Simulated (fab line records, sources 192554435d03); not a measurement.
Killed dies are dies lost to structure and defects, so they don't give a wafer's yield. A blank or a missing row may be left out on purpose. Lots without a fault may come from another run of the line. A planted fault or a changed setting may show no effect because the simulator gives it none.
One fault seen from 2 desks | flow n5_finfet | each desk has only its own numbers; what lay behind them comes last

THE METROLOGY DESK
What the gauges read, lot by lot, whatever tool the lot ran on: means of the sampled wafers that have a number. A lot is out of limits, marked OUT, if its mean lies more than 4 standard deviations from the usual mean; the brackets give that distance. Of its 12 readings 7 are shown: the one that was out of limits first, and those that lie furthest out on some lot.
Columns: A = cd_nm at N5_MOL_CONTACT_COAG_CD_MEAS_84, usual 25.04 nm; B = VG_OVL at N5_MOL_CONTACT_COAG_OVL_MEAS_85, usual -0.4 nm; C = DIBL_N at N5_BEOL_M4_RC_MEAS_101, usual 36.0 mV/V; D = DIBL_P at N5_BEOL_M4_RC_MEAS_101, usual 36.7 mV/V; E = ION_P at N5_BEOL_M4_RC_MEAS_101, usual 461 uA/um; F = SS_P at N5_BEOL_M4_RC_MEAS_101, usual 73.4 mV/dec; G = VT_P at N5_BEOL_M4_RC_MEAS_101, usual -251 mV
lot  | first seen here | A     | B              | C    | D    | E   | F    | G
L982 | day 5 04:06     | 25.35 | 0.2            | 32.3 | 33.6 | 458 | 72.5 | -253
L986 | day 6 04:16     | 24.79 | 0.4            | 32.4 | 33.3 | 471 | 72.0 | -252
L987 | day 6 08:38     | 24.75 | 0.1            | 36.9 | 37.8 | 461 | 72.7 | -248
L989 | day 6 22:54     | 24.62 | -0.5           | 32.7 | 35.6 | 453 | 72.7 | -252
L996 | day 8 16:07     | 25.13 | 12.3 (+21) OUT | 37.3 | 35.9 | 457 | 73.6 | -249
L997 | day 8 22:41     | 24.59 | 11.8 (+20) OUT | 36.1 | 36.8 | 465 | 73.6 | -250
L998 | day 9 03:53     | 25.22 | -0.8           | 35.1 | 35.5 | 460 | 73.4 | -254
L999 | day 9 08:06     | 24.89 | -0.2           | 36.5 | 38.0 | 472 | 73.2 | -246
L105 | day 11 00:59    | 25.28 | -1.1           | 36.0 | 37.0 | 454 | 73.2 | -256
This desk's finding: out of limits on L996, L997; first on L996, day 8 16:09 (VG_OVL at N5_MOL_CONTACT_COAG_OVL_MEAS_85). In limits: L982, L986, L987, L989, L998, L999, L105.

THE TOOL OWNER'S DESK: euv_scanner-01
The tool's own readings at N5_MOL_CONTACT_COAG_EXPOSE_81 (exposes mask VG, defocus 0 nm): means of the sampled wafers that have a number, for each lot that ran on this tool. A lot is out of limits, marked OUT, if its mean lies more than 4 standard deviations from the usual mean; the brackets give that distance.
Columns: A = exposure_dose_mJ_cm2 at N5_MOL_CONTACT_COAG_EXPOSE_81, usual 60.2; B = reticle_temp_C at N5_MOL_CONTACT_COAG_EXPOSE_81, usual 23.01 C
lot  | first seen here | A    | B
L982 | day 5 03:58     | 61.3 | 22.93
L987 | day 6 08:29     | 61.3 | 23.13
L996 | day 8 15:59     | 61.3 | 23.11
L997 | day 8 22:33     | 61.3 | 23.18
This desk's finding: nothing out of limits on any of the 4 lots.

PUT TOGETHER
The metrology desk could have raised an alarm at day 8 16:09, on L996, L997.
The tool owner's desk saw nothing out of limits.
The tool owner's desk has L996, L997 on record, within its limits.
Of the lots named, all ran N5_MOL_CONTACT_COAG_EXPOSE_81 on euv_scanner-01.

WHAT THE SIMULATOR HAD PUT IN
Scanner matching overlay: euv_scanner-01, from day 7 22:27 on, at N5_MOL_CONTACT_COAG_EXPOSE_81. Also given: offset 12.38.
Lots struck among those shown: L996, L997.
Hours from the fault's start to each desk's first reading out of limits: the metrology desk, 18.
